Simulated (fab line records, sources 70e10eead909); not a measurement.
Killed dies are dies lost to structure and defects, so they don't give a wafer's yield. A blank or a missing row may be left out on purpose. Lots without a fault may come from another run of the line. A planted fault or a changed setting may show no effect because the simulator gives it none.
A struck lot beside a sound one | flow nand_harc | 15 steps out of a route of 1302
Sound: wafers L531.2, L531.3, L531.6. Struck: wafers L536.4, L536.5. (L536.1 of the same lot was not struck and is left out.) The cause comes at the end.
At each step with rows: each side's tool, then ch and its chambers, then its first start. Under that, the readings that differ: sound wafers | struck wafers | difference of the means | sigmas: that difference in standard deviations of wafers without a fault.
alike: readings whose means differ by less than 2 such deviations, and words and numbers that are the same on both sides. not compared: withheld readings, readings that some wafer has no value for, bounds like >300 that may hide the same value, and numbers for which the record gives no deviation and whose values overlap.
The two part at a step that has a row with sigmas, a row that says differs or no value, or rows on one side only. Numbers that don't overlap but have no deviation are shown without sigmas and don't part them. A reading that every wafer of one side lacks parts them only if that side has two wafers or more.

NHARC_A_CHANNEL_HOLE_D1_CD_MEAS_30:
  sound on cd_sem-03, day 10 20:30; struck on cd_sem-03, day 13 14:31
  alike: cd_nm
NHARC_A_CHANNEL_HOLE_D1_XSEM_31:
  sound on xsem-01 ch 0, day 10 20:35; struck on xsem-02 ch 0, day 13 14:37
  alike: bot_cd_nm, bow_nm, tilt_deg
NHARC_A_CHANNEL_HOLE_D1_INSPECT_40:
  sound on defect_inspect-02, day 10 20:41; struck on defect_inspect-01, day 13 14:43
  alike: raw_defect_count
then, 3 steps without rows for these wafers: NHARC_A_CHANNEL_FILL_D1_PRECLEAN_00 (cleans in SC1); NHARC_A_CHANNEL_FILL_D1_SRD_01; NHARC_A_CHANNEL_FILL_D1_ALD_02 (deposits SiO2, target thk 6 nm, pulse time 10 s, ald cycles 60).
NHARC_A_CHANNEL_FILL_D1_ALD_03: deposits SiNx, target thk 6 nm, pulse time 60 s, ald cycles 58.
  sound on ald_sin_batch-03 ch 0; struck on ald_sin_batch-02 ch 0
  alike: precursor_pulse_height_rel
NHARC_A_CHANNEL_FILL_D1_ALD_14: deposits SiO2, target thk 2.5 nm, pulse time 10 s, ald cycles 25.
  sound on ald_hk-04 ch 1,2,3, day 11 03:55; struck on ald_hk-04 ch 0,2, day 13 22:43
  alike: heater_power_w, precursor_pulse_height_rel
NHARC_A_CHANNEL_FILL_D1_ALD_15: deposits SiNx, target thk 2 nm, pulse time 60 s, ald cycles 19.
  sound on ald_sin_batch-01 ch 0; struck on ald_sin_batch-02 ch 0
  alike: precursor_pulse_height_rel
then, 3 steps without rows for these wafers: NHARC_A_CHANNEL_FILL_D1_ALD_16 (deposits SiO2, target thk 1.5 nm, pulse time 10 s, ald cycles 15); NHARC_A_CHANNEL_FILL_D1_ANNEAL_17 (time 1800 s); NHARC_A_CHANNEL_FILL_D1_CVD_18 (deposits poly-Si, target thk 3 nm).
NHARC_A_CHANNEL_FILL_D1_ETCHBACK_19: etches the open film in HBr/Cl2, target depth 5 nm, time 1.7 s.
  sound on rie_si-02 ch 0,2,3, day 11 21:21; struck on rie_si-06 ch 0,3, day 14 15:46
  reading               | sound             | struck      | difference | sigmas
  oes_product_au (a.u.) | 0.991 0.997 0.988 | 0.889 0.889 | -0.103     | -13
  alike: drypump_motor_current_A, throttle_valve_pct
  not compared: rf_hours_counter_h
NHARC_A_CHANNEL_FILL_D1_ETCHBACK_20: etches the open film in C4F8/O2/Ar, target depth 27 nm, time 13.5 s.
  sound on rie_diel-13 ch 1,3, day 11 21:27; struck on rie_diel-05 ch 1,2, day 14 15:54
  alike: oes_product_au, rf_vpp_V
  not compared: rf_hours_counter_h
NHARC_END_SORT_01:
  the record has rows for the sound wafers here (prober-02 ch 0, day 26 11:59) and none for the struck ones

WHERE THEY PART
First at NHARC_A_CHANNEL_FILL_D1_ETCHBACK_19; last, within this record, at NHARC_END_SORT_01.

WHY: what the simulator had put in
Process parameter drift: rie_si-06, from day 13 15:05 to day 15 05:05, at NHARC_A_CHANNEL_FILL_D1_ETCHBACK_19. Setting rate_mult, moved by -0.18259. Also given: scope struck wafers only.
